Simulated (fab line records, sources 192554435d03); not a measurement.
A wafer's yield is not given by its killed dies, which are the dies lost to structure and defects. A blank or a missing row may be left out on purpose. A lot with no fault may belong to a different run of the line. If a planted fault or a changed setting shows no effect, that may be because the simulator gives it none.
Split-lot study | flow n5 finfet | 7 lots, 21 wafers read, on a route of 1938 steps

== THE SPLIT ==
At N5_BEOL_M8_DESCUM_33 (chemistry O2, time 7 s), the setting time s was moved away from the recipe's 7 s on 7 of the 21 wafers read, by -18.9% to +18.5%. All remaining wafers had this setting at the recipe value.

== BETWEEN THE SPLIT AND THE READING: the file shows 1 step in between ==
- N5_BEOL_M8_ETCH_72: etches underlayer in N2/H2, target depth 6.5 nm, time 5.2 s

== THE READING ==
CAR-EUV_of_BEOL_M8_COAT_22.thk nm (the simulator's own value, which no gauge read), in nm, at N5_BEOL_M8_ETCH_65 (etches SiARC in CF4, target depth 15.6 nm, time 26 s). The file gives no usual value for it. Average 11.1 nm, standard deviation 0.096 nm, over the 14 wafers here run with the recipe.

wafer  | tool, chamber at the split | time s as run, s | against the recipe | CAR-EUV_of_BEOL_M8_COAT_22.thk nm, nm | against lot-mates on the recipe
L075.2 | rie diel-05, 1,0           | 5.674            | -18.9%             | 12                                    | +0.8
L075.3 | rie diel-05, 1,0           | 5.674            | -18.9%             | 12                                    | +0.8
L075.5 | rie diel-05, 1             | 7                | recipe             | 11.2                                  | -
L074.3 | rie diel-05, 0,2           | 7                | recipe             | 11                                    | -
L074.4 | rie diel-05, 0,2           | 7                | recipe             | 11.2                                  | -
L074.6 | rie diel-05, 1             | 7                | recipe             | 11.2                                  | -
L086.2 | rie diel-05, 2             | 7.957            | +13.7%             | 10.8                                  | -0.4
L086.5 | rie diel-05, 1,2           | 7                | recipe             | 11.2                                  | -
L086.6 | rie diel-05, 1,2           | 7                | recipe             | 11.2                                  | -
L088.1 | rie diel-06, 2,1           | 7                | recipe             | 11                                    | -
L088.5 | rie diel-06, 2,1           | 7                | recipe             | 11                                    | -
L088.3 | rie diel-06, 3             | 6.256            | -10.6%             | 11.4                                  | +0.4
L089.1 | rie diel-05, 0             | 6.041            | -13.7%             | 11.4                                  | +0.3
L089.3 | rie diel-05, 1,3           | 7                | recipe             | 11.2                                  | -
L089.4 | rie diel-05, 1,3           | 7                | recipe             | 11                                    | -
L092.1 | rie diel-02, 2,1,3         | 7                | recipe             | 11.2                                  | -
L092.4 | rie diel-02, 2,1,3         | 7                | recipe             | 11.2                                  | -
L092.6 | rie diel-02, 2,1,3         | 7                | recipe             | 11                                    | -
L097.1 | rie diel-06, 2,3           | 8.293            | +18.5%             | 10.4                                  | -0.8
L097.3 | rie diel-06, 2,3           | 8.293            | +18.5%             | 10.6                                  | -0.6
L097.4 | rie diel-06, 1             | 7                | recipe             | 11.2                                  | -
If several chambers appear in one row, that row covers several wafers at once and the file leaves open which wafer was in which chamber.

THE FIT
A straight line over all 21 wafers: CAR-EUV_of_BEOL_M8_COAT_22.thk nm changes by -0.0356 nm for each +1% of time s; r = -0.94; the points scatter about the line by 0.13 nm.
The same after taking each lot's own level away (the mean of its wafers on the recipe; 21 wafers): -0.0371 nm for each +1%; r = -0.97; scatter 0.094 nm.
Per that fit: largest time s move, reading shift of 0.7 nm.
Across the lots, their own levels run from 11.00 to 11.20 nm, a range of 2.1 times the standard deviation given above.
Hence the lot-to-lot level has little effect on the slope; both slopes agree.
Check: for one of the wafers moved furthest among these (-18.9%), held out of the fit, the line's prediction against its lot-mates is +0.678 nm. It came out at +0.8 nm against them.

== OTHER SPLITS APPLIED TO THESE WAFERS ==
These wafers also went through other splits before the reading. Each is held against what the fit with the lots' levels taken away leaves over:
other split on the same wafers    | wafers away from the commonest value | r with CAR-EUV_of_BEOL_M8_COAT_22.thk nm (lot level and that fit taken away)
N5_BEOL_M6_ETCH_65 target depth a | 7                                    | -0.11
N5_BEOL_M7_ETCH_61 source w       | 5                                    | +0.34
N5_BEOL_M7_COAT_71 spin rpm       | 8                                    | -0.29

== THE WHOLE CHAIN: every reading that the file lists as answering this split, in the file's order ==
step                 | what it does                                                | reading                                                                            | change (the file's fit)                | r (the file's)
N5_BEOL_M8_DESCUM_33 | chemistry O2, time 7 s                                      | CAR-EUV_of_BEOL_M8_COAT_22.thk nm (the simulator's own value, which no gauge read) | -0.0339 nm for each +1% of the setting | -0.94
N5_BEOL_M8_ETCH_72   | etches underlayer in N2/H2, target depth 6.5 nm, time 5.2 s | CAR-EUV_of_BEOL_M8_COAT_22.thk nm (the simulator's own value, which no gauge read) | -0.036 nm for each +1% of the setting  | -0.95
N5_BEOL_M8_ETCH_65   | etches SiARC in CF4, target depth 15.6 nm, time 26 s        | CAR-EUV_of_BEOL_M8_COAT_22.thk nm (the simulator's own value, which no gauge read) | -0.0353 nm for each +1% of the setting | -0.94

== FILE'S OWN FIT ==
CAR-EUV_of_BEOL_M8_COAT_22.thk nm changes by -0.0353 nm for each +1% of time s, r = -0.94.
